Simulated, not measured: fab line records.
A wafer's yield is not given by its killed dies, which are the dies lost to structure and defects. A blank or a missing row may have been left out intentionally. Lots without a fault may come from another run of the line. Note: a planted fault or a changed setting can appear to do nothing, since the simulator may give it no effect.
fab line records	flow nandHarc	part 1 of 2: steps 1 to 34 of 43
[record] lots = 5	wafers = 15	lastDay = 24
route steps=1159 shown A_SOURCE_PLATE@420 A_ONON_D1@424 A_CHANNEL_HOLE_D1@450
lots that met no fault: from a run of the same line without faults
startH: the number of hours between the record's first day and the start of the first shown wafer of the lot	waitH: hours from the lot's prior step to this one	" as in the row above	L1.1+2: a row that stands for several wafers	- either no value or no given start	* or withheld: withheld	< > ~ a bound
route shown NAME@n: NAME is a module with steps in the file, n the number in the route of the first one	usual: mean/standard deviation of fault-free wafers	same: alike in all rows	chamber/n: place in a boat	sites: each site's reading	_std_site: the values' standard deviation	_edge_site: inner sites' mean taken away from outer sites' mean	radiusMm: how far each site lies from the wafer's centre	mask NAME#n: copy n	behind: the last tool/chamber to shape the wafer	hold: reason for holding the lot/hours on hold/outcome of the hold	device: the transistor (n, p or np) that didn't switch	end of line: the tests these same wafers got at the end of their route	a step with no rows: only its recipe	killed: dies that structure and defects cost at the first sort, which is not the same as the wafer's yield	map: per-die view of a wafer (x killed, . not killed, _ where there is no die)
set.NAME: the setting as run; set.NAME@STEP: as run at that earlier step	model.NAME: the simulator's own value behind a step, which no gauge read
certain route steps with their lots: each step a table, each wafer a row
services: when a tool's chamber went out of use (startH, in hours from the record's first day, below 0 if earlier), for how many hours, and the reason
[[steps]]
[step NHARC_A_SOURCE_PLATE_THK_MEAS_06]
[recipe] thkMeasGauge = ellipsometry
[usual] thkNm = 199.1/2.1
lot.wafer	tool	chamber	startH	waitH	thkNm
L078.2	filmMetro-01	-	177.58	0.4	200.5
L078.3	"	-	"	"	200.1
L078.6	"	-	"	"	199.4
L080.1	filmMetro-02	-	200.28	0.4	193.6
L080.5	"	-	"	"	200.6
L080.6	"	-	"	"	199.0
L082.1	filmMetro-01	-	203.82	0.4	201.5
L082.5	"	-	"	"	200.1
L082.6	"	-	"	"	201.5
L092.3	filmMetro-01	-	266.13	0.4	199.5
L092.4	"	-	"	"	197.4
L092.5	"	-	"	"	197.2
L091.1	filmMetro-02	-	266.13	0.4	201.8
L091.2	"	-	"	"	199.0
L091.6	"	-	"	"	202.4
[step NHARC_A_SOURCE_PLATE_INSPECT_08]
[usual] rawDefectCount = 64/28
lot.wafer	tool	chamber	startH	waitH	rawDefectCount
L078.2	defectInspect-02	-	177.68	0.0	72
L078.3	"	-	"	"	32
L078.6	"	-	"	"	43
L080.1	defectInspect-01	-	200.37	0.0	29
L080.5	"	-	"	"	41
L080.6	"	-	"	"	23
L082.1	defectInspect-01	-	203.89	0.0	40
L082.5	"	-	"	"	39
L082.6	"	-	"	"	40
L092.3	defectInspect-01	-	266.19	0.0	82
L092.4	"	-	"	"	55
L092.5	"	-	"	"	62
L091.1	defectInspect-02	-	266.19	0.0	67
L091.2	"	-	"	"	69
L091.6	"	-	"	"	106
[step NHARC_A_ONON_D1_DEP_00]
[recipe] targetThkA = 10000	n2FlowSccm = 2750	n2oFlowSccm = 2000	nh3FlowSccm = 500	sih4FlowSccm = 210	tempC = 400
lot.wafer	tool	chamber	startH	waitH
L078.2+3+6	pecvdOnon-03	0	177.81	0.1
L080.1+5+6	pecvdOnon-03	0	200.44	0.1
L082.1+5+6	pecvdOnon-04	0	203.95	0.1
L091.1+2+6	pecvdOnon-03	0	266.26	0.1
L092.3+4+5	pecvdOnon-04	0	266.37	0.2
[step NHARC_A_ONON_D1_THK_MEAS_02]
[recipe] thkMeasGauge = ellipsometry
[usual] thkNm = 996/13
lot.wafer	tool	chamber	startH	waitH	thkNm
L078.2	filmMetro-01	-	178.29	-	1005
L078.3	"	-	"	"	1005
L078.6	"	-	"	"	1007
L080.1	filmMetro-01	-	200.95	-	1014
L080.5	"	-	"	"	1016
L080.6	"	-	"	"	1015
L082.1	filmMetro-01	-	204.47	-	1013
L082.5	"	-	"	"	1013
L082.6	"	-	"	"	1011
L092.3	filmMetro-02	-	266.77	-	1001
L092.4	"	-	"	"	1000
L092.5	"	-	"	"	1002
L091.1	filmMetro-01	-	266.77	-	982
L091.2	"	-	"	"	983
L091.6	"	-	"	"	984
[step NHARC_A_ONON_D1_DEP_03]
[recipe] targetThkA = 10000	n2FlowSccm = 2750	n2oFlowSccm = 2000	nh3FlowSccm = 500	sih4FlowSccm = 210	tempC = 400
lot.wafer	tool	chamber	startH	waitH
L078.2+3+6	pecvdOnon-04	0	178.40	0.1
L080.1+5+6	pecvdOnon-03	0	201.01	0.1
L082.1+5+6	pecvdOnon-03	0	204.52	0.1
L091.1+2+6	pecvdOnon-03	0	266.82	0.1
L092.3+4+5	pecvdOnon-04	0	266.94	0.2
[step NHARC_A_ONON_D1_THK_MEAS_05]
[recipe] thkMeasGauge = ellipsometry
[usual] thkNm = 1000/9.4
lot.wafer	tool	chamber	startH	waitH	thkNm
L078.2	filmMetro-01	-	178.85	-	1001
L078.3	"	-	"	"	1002
L078.6	"	-	"	"	1002
L080.1	filmMetro-02	-	201.52	-	975
L080.5	"	-	"	"	978
L080.6	"	-	"	"	979
L082.1	filmMetro-01	-	205.04	-	1006
L082.5	"	-	"	"	1004
L082.6	"	-	"	"	1004
L092.3	filmMetro-01	-	267.34	-	1005
L092.4	"	-	"	"	1005
L092.5	"	-	"	"	1005
L091.1	filmMetro-02	-	267.34	-	1004
L091.2	"	-	"	"	1003
L091.6	"	-	"	"	1003
[step NHARC_A_ONON_D1_DEP_06]
[recipe] targetThkA = 10000	n2FlowSccm = 2750	n2oFlowSccm = 2000	nh3FlowSccm = 500	sih4FlowSccm = 210	tempC = 400
lot.wafer	tool	chamber	startH	waitH
L078.2+3+6	pecvdOnon-01	0	178.97	0.1
L080.1+5+6	pecvdOnon-03	0	201.57	0.1
L082.1+5+6	pecvdOnon-04	0	205.09	0.1
L091.1+2+6	pecvdOnon-03	0	267.39	0.1
L092.3+4+5	pecvdOnon-04	0	267.51	0.2
[step NHARC_A_ONON_D1_THK_MEAS_08]
[recipe] thkMeasGauge = ellipsometry
[usual] thkNm = 1000/13
lot.wafer	tool	chamber	startH	waitH	thkNm
L078.2	filmMetro-01	-	179.44	-	989
L078.3	"	-	"	"	988
L078.6	"	-	"	"	990
L080.1	filmMetro-02	-	202.08	-	1015
L080.5	"	-	"	"	1017
L080.6	"	-	"	"	1018
L082.1	filmMetro-01	-	205.61	-	1006
L082.5	"	-	"	"	1006
L082.6	"	-	"	"	1006
L091.1	filmMetro-01	-	267.90	-	1001
L091.2	"	-	"	"	1002
L091.6	"	-	"	"	1002
L092.3	filmMetro-02	-	267.90	-	995
L092.4	"	-	"	"	995
L092.5	"	-	"	"	995
[step NHARC_A_ONON_D1_DEP_09]
[recipe] targetThkA = 10000	n2FlowSccm = 2750	n2oFlowSccm = 2000	nh3FlowSccm = 500	sih4FlowSccm = 210	tempC = 400
lot.wafer	tool	chamber	startH	waitH
L078.2+3+6	pecvdOnon-03	0	179.56	0.1
L080.1+5+6	pecvdOnon-03	0	202.14	0.1
L082.1+5+6	pecvdOnon-03	0	205.66	0.1
L091.1+2+6	pecvdOnon-04	0	267.96	0.1
L092.3+4+5	pecvdOnon-03	0	268.07	0.2
[step NHARC_A_ONON_D1_THK_MEAS_11]
[recipe] thkMeasGauge = ellipsometry
[usual] thkNm = 998/12
lot.wafer	tool	chamber	startH	waitH	thkNm
L078.2	filmMetro-02	-	180.01	-	993
L078.3	"	-	"	"	990
L078.6	"	-	"	"	992
L080.1	filmMetro-01	-	202.65	-	1012
L080.5	"	-	"	"	1013
L080.6	"	-	"	"	1012
L082.1	filmMetro-02	-	206.18	-	993
L082.5	"	-	"	"	992
L082.6	"	-	"	"	991
L091.1	filmMetro-01	-	268.46	-	1009
L091.2	"	-	"	"	1008
L091.6	"	-	"	"	1009
L092.3	filmMetro-02	-	268.47	-	1005
L092.4	"	-	"	"	1004
L092.5	"	-	"	"	1006
[step NHARC_A_ONON_D1_DEP_12]
[recipe] targetThkA = 10000	n2FlowSccm = 2750	n2oFlowSccm = 2000	nh3FlowSccm = 500	sih4FlowSccm = 210	tempC = 400
lot.wafer	tool	chamber	startH	waitH
L078.2+3+6	pecvdOnon-04	0	180.13	0.1
L080.1+5+6	pecvdOnon-03	0	202.70	0.1
L082.1+5+6	pecvdOnon-04	0	206.23	0.1
L091.1+2+6	pecvdOnon-04	0	268.52	0.1
L092.3+4+5	pecvdOnon-03	0	268.64	0.2
[step NHARC_A_ONON_D1_THK_MEAS_14]
[recipe] thkMeasGauge = ellipsometry
[usual] thkNm = 1000/8.1
lot.wafer	tool	chamber	startH	waitH	thkNm
L078.2	filmMetro-02	-	180.58	-	991
L078.3	"	-	"	"	992
L078.6	"	-	"	"	992
L080.1	filmMetro-01	-	203.25	-	999
L080.5	"	-	"	"	999
L080.6	"	-	"	"	998
L082.1	filmMetro-01	-	206.74	-	992
L082.5	"	-	"	"	995
L082.6	"	-	"	"	993
L091.1	filmMetro-01	-	269.03	-	999
L091.2	"	-	"	"	999
L091.6	"	-	"	"	998
L092.3	filmMetro-02	-	269.03	-	1007
L092.4	"	-	"	"	1004
L092.5	"	-	"	"	1007
[step NHARC_A_ONON_D1_ANNEAL_15]
[recipe] tempC = 750	timeS = 3600
[usual] spikeTcCentreC = 752.2/0.95	tubeCenterTempC = 750/0.074	zonePowerLowerPct = 12.43/0.12
[same] timeS = 3600
lot.wafer	tool	chamber	startH	waitH	spikeTcCentreC	tubeCenterTempC	zonePowerLowerPct
L078.2	furnace-01	0	183.26	2.7	753.3	749.9	12.46
L078.3	"	0	"	"	753.2	749.98	12.46
L078.6	"	0	"	"	750.6	749.86	12.54
L080.1	furnace-01	0	205.91	2.7	751.3	750.08	12.32
L080.5	"	0	"	"	752.3	750.09	12.38
L080.6	"	0	"	"	752.8	749.88	12.58
L082.1	furnace-01	0	209.46	2.7	752.1	750.01	12.27
L082.5	"	0	"	"	752.5	749.89	12.44
L082.6	"	0	"	"	751.4	750.04	12.48
L091.1	furnace-01	0	271.75	2.7	751.8	750.12	12.30
L091.2	"	0	"	"	752.7	749.96	12.44
L091.6	"	0	"	"	751.7	750.08	12.75
L092.3	furnace-01	0	271.75	2.7	752.2	750.01	12.57
L092.4	"	0	"	"	754.0	750.04	12.52
L092.5	"	0	"	"	753.6	749.96	12.43
[step NHARC_A_ONON_D1_DEP_16]
[recipe] targetThkA = 10000	n2FlowSccm = 2750	n2oFlowSccm = 2000	nh3FlowSccm = 500	sih4FlowSccm = 210	tempC = 400
lot.wafer	tool	chamber	startH	waitH
L078.2+3+6	pecvdOnon-01	0	187.19	0.1
L080.1+5+6	pecvdOnon-01	0	209.82	0.1
L082.1+5+6	pecvdOnon-01	0	213.36	0.1
L091.1+2+6	pecvdOnon-01	0	275.64	0.1
L092.3+4+5	pecvdOnon-03	0	275.73	0.2
[step NHARC_A_ONON_D1_THK_MEAS_18]
[recipe] thkMeasGauge = ellipsometry
[usual] thkNm = 1001/10
lot.wafer	tool	chamber	startH	waitH	thkNm
L078.2	filmMetro-01	-	187.64	-	985
L078.3	"	-	"	"	986
L078.6	"	-	"	"	986
L080.1	filmMetro-02	-	210.33	-	995
L080.5	"	-	"	"	993
L080.6	"	-	"	"	996
L082.1	filmMetro-01	-	213.87	-	983
L082.5	"	-	"	"	985
L082.6	"	-	"	"	982
L092.3	filmMetro-01	-	276.12	-	1001
L092.4	"	-	"	"	999
L092.5	"	-	"	"	1001
L091.1	filmMetro-01	-	276.15	-	993
L091.2	"	-	"	"	993
L091.6	"	-	"	"	995
[step NHARC_A_ONON_D1_DEP_19]
[recipe] targetThkA = 10000	n2FlowSccm = 2750	n2oFlowSccm = 2000	nh3FlowSccm = 500	sih4FlowSccm = 210	tempC = 400
lot.wafer	tool	chamber	startH	waitH
L078.2+3+6	pecvdOnon-03	0	187.76	0.1
L080.1+5+6	pecvdOnon-04	0	210.39	0.1
L082.1+5+6	pecvdOnon-03	0	213.92	0.1
L092.3+4+5	pecvdOnon-03	0	276.30	0.2
L091.1+2+6	pecvdOnon-04	0	276.33	0.2
[step NHARC_A_ONON_D1_THK_MEAS_21]
[recipe] thkMeasGauge = ellipsometry
[usual] thkNm = 1001/9.7
lot.wafer	tool	chamber	startH	waitH	thkNm
L078.2	filmMetro-02	-	188.22	-	984
L078.3	"	-	"	"	985
L078.6	"	-	"	"	985
L080.1	filmMetro-02	-	210.90	-	990
L080.5	"	-	"	"	988
L080.6	"	-	"	"	990
L082.1	filmMetro-01	-	214.44	-	981
L082.5	"	-	"	"	983
L082.6	"	-	"	"	981
L092.3	filmMetro-02	-	276.70	-	993
L092.4	"	-	"	"	993
L092.5	"	-	"	"	991
L091.1	filmMetro-01	-	276.84	-	1013
L091.2	"	-	"	"	1013
L091.6	"	-	"	"	1014
[step NHARC_A_ONON_D1_DEP_22]
[recipe] targetThkA = 10000	n2FlowSccm = 2750	n2oFlowSccm = 2000	nh3FlowSccm = 500	sih4FlowSccm = 210	tempC = 400
lot.wafer	tool	chamber	startH	waitH
L078.2+3+6	pecvdOnon-01	0	188.33	0.1
L080.1+5+6	pecvdOnon-03	0	210.95	0.1
L082.1+5+6	pecvdOnon-04	0	214.49	0.1
L092.3+4+5	pecvdOnon-04	0	276.87	0.2
L091.1+2+6	pecvdOnon-01	0	276.90	0.1
[step NHARC_A_ONON_D1_THK_MEAS_24]
[recipe] thkMeasGauge = ellipsometry
[usual] thkNm = 1001/9.4
lot.wafer	tool	chamber	startH	waitH	thkNm
L078.2	filmMetro-02	-	188.78	-	1002
L078.3	"	-	"	"	1003
L078.6	"	-	"	"	1001
L080.1	filmMetro-01	-	211.46	-	1009
L080.5	"	-	"	"	1009
L080.6	"	-	"	"	1009
L082.1	filmMetro-01	-	215.00	-	993
L082.5	"	-	"	"	993
L082.6	"	-	"	"	993
L092.3	filmMetro-01	-	277.26	-	1000
L092.4	"	-	"	"	1001
L092.5	"	-	"	"	1002
L091.1	filmMetro-01	-	277.41	-	1015
L091.2	"	-	"	"	1016
L091.6	"	-	"	"	1015
[step NHARC_A_ONON_D1_DEP_25]
[recipe] targetThkA = 10000	n2FlowSccm = 2750	n2oFlowSccm = 2000	nh3FlowSccm = 500	sih4FlowSccm = 210	tempC = 400
lot.wafer	tool	chamber	startH	waitH
L078.2+3+6	pecvdOnon-03	0	188.89	0.1
L080.1+5+6	pecvdOnon-01	0	211.52	0.1
L082.1+5+6	pecvdOnon-03	0	215.06	0.1
L092.3+4+5	pecvdOnon-04	0	277.43	0.2
L091.1+2+6	pecvdOnon-03	0	277.46	0.1
[step NHARC_A_ONON_D1_THK_MEAS_27]
[recipe] thkMeasGauge = ellipsometry
[usual] thkNm = 1002/9.8
lot.wafer	tool	chamber	startH	waitH	thkNm
L078.2	filmMetro-01	-	189.35	-	1011
L078.3	"	-	"	"	1010
L078.6	"	-	"	"	1012
L080.1	filmMetro-02	-	212.03	-	1008
L080.5	"	-	"	"	1009
L080.6	"	-	"	"	1008
L082.1	filmMetro-02	-	215.57	-	1015
L082.5	"	-	"	"	1015
L082.6	"	-	"	"	1016
L092.3	filmMetro-01	-	277.83	-	1010
L092.4	"	-	"	"	1008
L092.5	"	-	"	"	1010
L091.1	filmMetro-01	-	277.98	-	1003
L091.2	"	-	"	"	1004
L091.6	"	-	"	"	1002
[step NHARC_A_ONON_D1_DEP_28]
[recipe] targetThkA = 10000	n2FlowSccm = 2750	n2oFlowSccm = 2000	nh3FlowSccm = 500	sih4FlowSccm = 210	tempC = 400
lot.wafer	tool	chamber	startH	waitH
L078.2+3+6	pecvdOnon-04	0	189.46	0.1
L080.1+5+6	pecvdOnon-01	0	212.09	0.1
L082.1+5+6	pecvdOnon-01	0	215.62	0.1
L092.3+4+5	pecvdOnon-04	0	278.00	0.2
L091.1+2+6	pecvdOnon-01	0	278.04	0.1
[step NHARC_A_ONON_D1_THK_MEAS_30]
[recipe] thkMeasGauge = ellipsometry
[usual] thkNm = 999/11
lot.wafer	tool	chamber	startH	waitH	thkNm
L078.2	filmMetro-02	-	189.91	-	995
L078.3	"	-	"	"	994
L078.6	"	-	"	"	995
L080.1	filmMetro-01	-	212.60	-	1006
L080.5	"	-	"	"	1006
L080.6	"	-	"	"	1006
L082.1	filmMetro-02	-	216.16	-	982
L082.5	"	-	"	"	983
L082.6	"	-	"	"	984
L092.3	filmMetro-02	-	278.39	-	1013
L092.4	"	-	"	"	1013
L092.5	"	-	"	"	1013
L091.1	filmMetro-01	-	278.54	-	1003
L091.2	"	-	"	"	1002
L091.6	"	-	"	"	1005
[step NHARC_A_ONON_D1_DEP_33]
[recipe] targetThkA = 2000	tempC = 400	pressureTorr = 6.5	rfW = 900	teosFlowSccm = 161.4	flowSccm = 2650	targetThkNm = 200	gas = O2	material = SiO2
[usual] heaterPowerW = 529/89	showerheadVppV = 1881/97	throttleValvePct = 16.0/0.53
lot.wafer	tool	chamber	startH	waitH	heaterPowerW	showerheadVppV	throttleValvePct
L078.3	pecvd-01	0	190.01	0.1	618	1791	15.4
L078.2	"	1	"	"	667	1856	16.4
L078.6	"	1	"	"	673	1910	16.9
L080.1	pecvd-01	2	212.70	0.1	443	2017	16.5
L080.6	"	1	"	"	534	1872	16.7
L080.5	"	0	"	"	644	1803	15.2
L082.1	pecvd-04	0	216.26	0.1	481	1956	16.4
L082.5	"	0	"	"	512	2005	16.5
L082.6	"	1	"	"	477	1838	15.4
L092.3	pecvd-04	2	278.58	0.2	459	1806	15.5
L092.4	"	1	"	"	496	1821	15.5
L092.5	"	2	"	"	480	1784	15.9
L091.2	pecvd-01	2	278.77	0.2	438	2042	16.4
L091.1	"	1	"	"	626	1910	16.6
L091.6	"	2	"	"	455	2018	16.3
[step NHARC_A_ONON_D1_THK_MEAS_34]
[recipe] thkMeasGauge = ellipsometry
[usual] thkNm = 200.4/2.8
lot.wafer	tool	chamber	startH	waitH	thkNm
L078.2	filmMetro-01	-	190.38	-	199.9
L078.3	"	-	"	"	200.6
L078.6	"	-	"	"	201.4
L080.1	filmMetro-02	-	213.07	-	198.6
L080.5	"	-	"	"	203.4
L080.6	"	-	"	"	205.3
L082.1	filmMetro-01	-	216.63	-	198.6
L082.5	"	-	"	"	200.5
L082.6	"	-	"	"	203.9
L092.3	filmMetro-02	-	278.90	-	198.8
L092.4	"	-	"	"	203.8
L092.5	"	-	"	"	205.3
L091.1	filmMetro-02	-	279.18	-	196.8
L091.2	"	-	"	"	196.9
L091.6	"	-	"	"	203.9
[step NHARC_A_ONON_D1_INSPECT_32]
[usual] rawDefectCount = 77/30
lot.wafer	tool	chamber	startH	waitH	rawDefectCount
L078.2	defectInspect-01	-	190.45	0.0	82
L078.3	"	-	"	"	38
L078.6	"	-	"	"	53
L080.1	defectInspect-02	-	213.13	0.0	34
L080.5	"	-	"	"	46
L080.6	"	-	"	"	31
L082.1	defectInspect-01	-	216.69	0.0	66
L082.5	"	-	"	"	51
L082.6	"	-	"	"	59
L092.3	defectInspect-01	-	278.99	0.0	94
L092.4	"	-	"	"	80
L092.5	"	-	"	"	73
L091.1	defectInspect-01	-	279.25	0.0	98
L091.2	"	-	"	"	90
L091.6	"	-	"	"	118
[step NHARC_A_CHANNEL_HOLE_D1_DEP_00]
[recipe] targetThkA = 31000	tempC = 400	material = aC
[usual] throttleValvePct = 35.001/0.0092
lot.wafer	tool	chamber	startH	waitH	throttleValvePct
L078.2	aclDep-01	0	190.93	0.5	34.996
L078.3	"	0	"	"	35.012
L078.6	"	0	"	"	34.988
L080.1	aclDep-01	0	213.85	0.7	35.000
L080.5	"	0	215.13	2.0	35.007
L080.6	"	0	"	"	35.003
L082.1	aclDep-01	0	216.76	0.1	35.014
L082.5	"	0	218.01	1.3	35.006
L082.6	"	0	"	"	35.002
L092.3	aclDep-01	0	279.68	0.7	35.013
L092.4	"	0	"	"	35.003
L092.5	"	0	"	"	34.993
L091.1	aclDep-03	0	280.54	1.3	35.007
L091.2	"	0	"	"	34.982
L091.6	"	0	282.13	2.9	35.006
[step NHARC_A_CHANNEL_HOLE_D1_DEP_01]
[recipe] targetThkA = 1400	targetThkNm = 140	tempC = 400	pressureTorr = 3.5	flowSccm = 200	rfW = 350	material = SiON
[usual] heaterPowerW = 721/86	showerheadVppV = 1171/59
lot.wafer	tool	chamber	startH	waitH	heaterPowerW	showerheadVppV
L078.2	pecvd-04	2	192.71	1.5	756	1113
L078.3	"	0	"	"	741	1243
L078.6	"	1	"	"	564	1118
L080.1	pecvd-04	2	215.85	1.7	723	1100
L080.5	"	1	"	"	685	1143
L080.6	"	2	"	"	723	1113
L082.1	pecvd-02	1	218.66	1.6	763	1170
L082.5	"	2	"	"	685	1076
L082.6	"	0	"	"	701	1217
L092.3	pecvd-01	2	281.13	1.1	620	1268
L092.4	"	1	"	"	901	1162
L092.5	"	0	"	"	828	1122
L091.1	pecvd-04	0	282.46	1.6	744	1257
L091.2	"	1	"	"	712	1116
L091.6	"	0	"	"	768	1250
[step NHARC_A_CHANNEL_HOLE_D1_DEHYDRATE_02]
[recipe] tempC = 150	timeS = 120
[same] timeS = 120
lot.wafer	tool	chamber	startH	waitH
L078.2+3+6	lithoTrack-06	0	192.98	0.2
L080.1+5+6	lithoTrack-01	0	216.09	0.2
L082.1+5+6	lithoTrack-01	0	218.93	0.2
L092.3+4+5	lithoTrack-06	0	281.38	0.2
L091.1+2+6	lithoTrack-01	0	282.74	0.2
[step NHARC_A_CHANNEL_HOLE_D1_HMDS_03]
[recipe] timeS = 30
[same] timeS = 30
lot.wafer	tool	chamber	startH	waitH
L078.2+3+6	lithoTrack-06	0	-	-
L080.1+5+6	lithoTrack-01	0	-	-
L082.1+5+6	lithoTrack-01	0	-	-
L092.3+4+5	lithoTrack-06	0	-	-
L091.1+2+6	lithoTrack-01	0	-	-
[step NHARC_A_CHANNEL_HOLE_D1_COAT_36]
[recipe] tempC = 260	timeS = 75
[same] timeS = 75
lot.wafer	tool	chamber	startH	waitH
L078.2+3+6	lithoTrack-06	0	-	-
L080.1+5+6	lithoTrack-01	0	-	-
L082.1+5+6	lithoTrack-01	0	-	-
L092.3+4+5	lithoTrack-06	0	-	-
L091.1+2+6	lithoTrack-01	0	-	-
[step NHARC_A_CHANNEL_HOLE_D1_COAT_37]
[recipe] tempC = 225	timeS = 65
[same] timeS = 65
lot.wafer	tool	chamber	startH	waitH
L078.2+3+6	lithoTrack-06	0	-	-
L080.1+5+6	lithoTrack-01	0	-	-
L082.1+5+6	lithoTrack-01	0	-	-
L092.3+4+5	lithoTrack-06	0	-	-
L091.1+2+6	lithoTrack-01	0	-	-
[step NHARC_A_CHANNEL_HOLE_D1_COAT_04]
[recipe] spinRpm = 1500	resistThkNm = 90
lot.wafer	tool	chamber	startH	waitH
L078.2+3+6	lithoTrack-06	0	-	-
L080.1+5+6	lithoTrack-01	0	-	-
L082.1+5+6	lithoTrack-01	0	-	-
L092.3+4+5	lithoTrack-06	0	-	-
L091.1+2+6	lithoTrack-01	0	-	-
[step NHARC_A_CHANNEL_HOLE_D1_SOFTBAKE_05]
[recipe] tempC = 105	timeS = 55
[same] timeS = 55
lot.wafer	tool	chamber	startH	waitH
L078.2+3+6	lithoTrack-06	0	-	-
L080.1+5+6	lithoTrack-01	0	-	-
L082.1+5+6	lithoTrack-01	0	-	-
L092.3+4+5	lithoTrack-06	0	-	-
L091.1+2+6	lithoTrack-01	0	-	-
